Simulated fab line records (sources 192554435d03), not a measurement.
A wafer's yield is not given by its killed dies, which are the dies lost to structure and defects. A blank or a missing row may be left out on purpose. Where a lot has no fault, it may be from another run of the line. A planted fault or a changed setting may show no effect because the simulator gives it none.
Split-lot trial | flow n5 finfet | route with 1938 steps; 7 lots, 21 wafers read

ON THE SPLIT
At N5_BEOL_M6_HM_DEP_02 (deposits TiN, target thk 20 nm), the setting target thk a was moved away from the recipe's 200 angstrom on 7 of the 21 wafers read, by -12.3% to +11.5%. This setting was run at the recipe's value on the other wafers.

FROM THE SPLIT TO THE READING: what the file shows between them, 4 steps
- N5_BEOL_M6_COAT_59: time 60 s, resist thk 100 nm
- N5_BEOL_M6_COAT_60: time 60 s, resist thk 35 nm
- N5_BEOL_M6_STRIP_68: strips in N2/H2
- N5_BEOL_M6_STRIP_67: strips in CF4

THE READING
etch.depth nm (the simulator's own value, which no gauge read), in nm, at N5_BEOL_M6_HM_OPEN_17 (chemistry Cl2/BCl3, target TiN, target depth 20 nm, overetch 6 nm). The file does not state a usual value for it. Here, 14 wafers ran the recipe; their average is 20.35 nm with a standard deviation of 0.36 nm.

wafer  | tool, chamber at the split | target thk a as run, angstrom | against the recipe | etch.depth nm, nm | against lot-mates on the recipe
L078.1 | pvd sputter-01, -          | 200                           | recipe             | 20.53             | -
L078.4 | pvd sputter-01, -          | 200                           | recipe             | 20.89             | -
L078.5 | pvd sputter-01, -          | 223                           | +11.5%             | 23.11             | +2.40
L081.4 | pvd sputter-01, -          | 219.8                         | +9.9%              | 22.41             | +1.90
L081.5 | pvd sputter-01, -          | 219.8                         | +9.9%              | 22.45             | +1.94
L081.6 | pvd sputter-01, -          | 200                           | recipe             | 20.51             | -
L082.1 | pvd sputter-03, -          | 200                           | recipe             | 20.82             | -
L082.2 | pvd sputter-03, -          | 200                           | recipe             | 20.87             | -
L082.6 | pvd sputter-03, -          | 200                           | recipe             | 20.57             | -
L085.2 | pvd sputter-03, -          | 200                           | recipe             | 20.39             | -
L085.5 | pvd sputter-03, -          | 175.4                         | -12.3%             | 17.75             | -2.41
L085.6 | pvd sputter-03, -          | 200                           | recipe             | 19.94             | -
L090.1 | pvd sputter-01, -          | 200                           | recipe             | 19.99             | -
L090.3 | pvd sputter-01, -          | 183.6                         | -8.2%              | 18.67             | -1.32
L090.5 | pvd sputter-01, -          | 183.6                         | -8.2%              | 18.41             | -1.58
L091.3 | pvd sputter-02, -          | 200                           | recipe             | 20.15             | -
L091.4 | pvd sputter-02, -          | 200                           | recipe             | 20.39             | -
L091.6 | pvd sputter-02, -          | 200                           | recipe             | 19.86             | -
L094.1 | pvd sputter-03, -          | 181.3                         | -9.3%              | 18.15             | -1.85
L094.2 | pvd sputter-03, -          | 200                           | recipe             | 19.78             | -
L094.4 | pvd sputter-03, -          | 200                           | recipe             | 20.22             | -

FIT RESULTS
A straight line over all 21 wafers: etch.depth nm changes by +0.221 nm for each +1% of target thk a; r = +0.97; the points scatter about the line by 0.32 nm.
The same after taking each lot's own level away (the mean of its wafers on the recipe; 21 wafers): +0.195 nm for each +1%; r = +0.99; scatter 0.17 nm.
The reading moves by 2.4 nm for the largest change in target thk a, on that fit.
From 19.990 to 20.753 nm: that is the span of the lots' own levels, equal to 2.1 times the standard deviation above.
In other words, the slope is changed by the lot-to-lot level; the two fits disagree.
Check: with one of the wafers moved furthest among these (-12.3%) left out of the fit, the line predicts -2.36 nm for it against its lot-mates. It came out at -2.41 nm against them.

FURTHER SPLITS ON THESE WAFERS
These wafers also went through other splits before the reading. Each is held against what the fit with the lots' levels taken away leaves over:
other split on the same wafers | wafers away from the commonest value | r with etch.depth nm (lot level and that fit taken away)
N5_BEOL_M4_COAT_67 spin rpm    | 6                                    | +0.10
N5_BEOL_M5_ILD_DEP_00 temp c   | 8                                    | +0.02
N5_BEOL_M5_COAT_05 spin rpm    | 10                                   | -0.06

THE WHOLE CHAIN: every reading that the file lists as answering this split, in the file's order
step                  | what it does                                                      | reading                                                                          | change (the file's fit)               | r (the file's)
N5_BEOL_M6_HM_DEP_02  | deposits TiN, target thk 20 nm                                    | TiN_of_BEOL_M6_HM_DEP_02.thk nm (the simulator's own value, which no gauge read) | +0.196 nm for each +1% of the setting | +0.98
N5_BEOL_M6_HM_OPEN_17 | chemistry Cl2/BCl3, target TiN, target depth 20 nm, overetch 6 nm | etch.depth nm (the simulator's own value, which no gauge read)                   | +0.197 nm for each +1% of the setting | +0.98

FILE'S OWN FIT
etch.depth nm changes by +0.197 nm for each +1% of target thk a, r = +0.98.
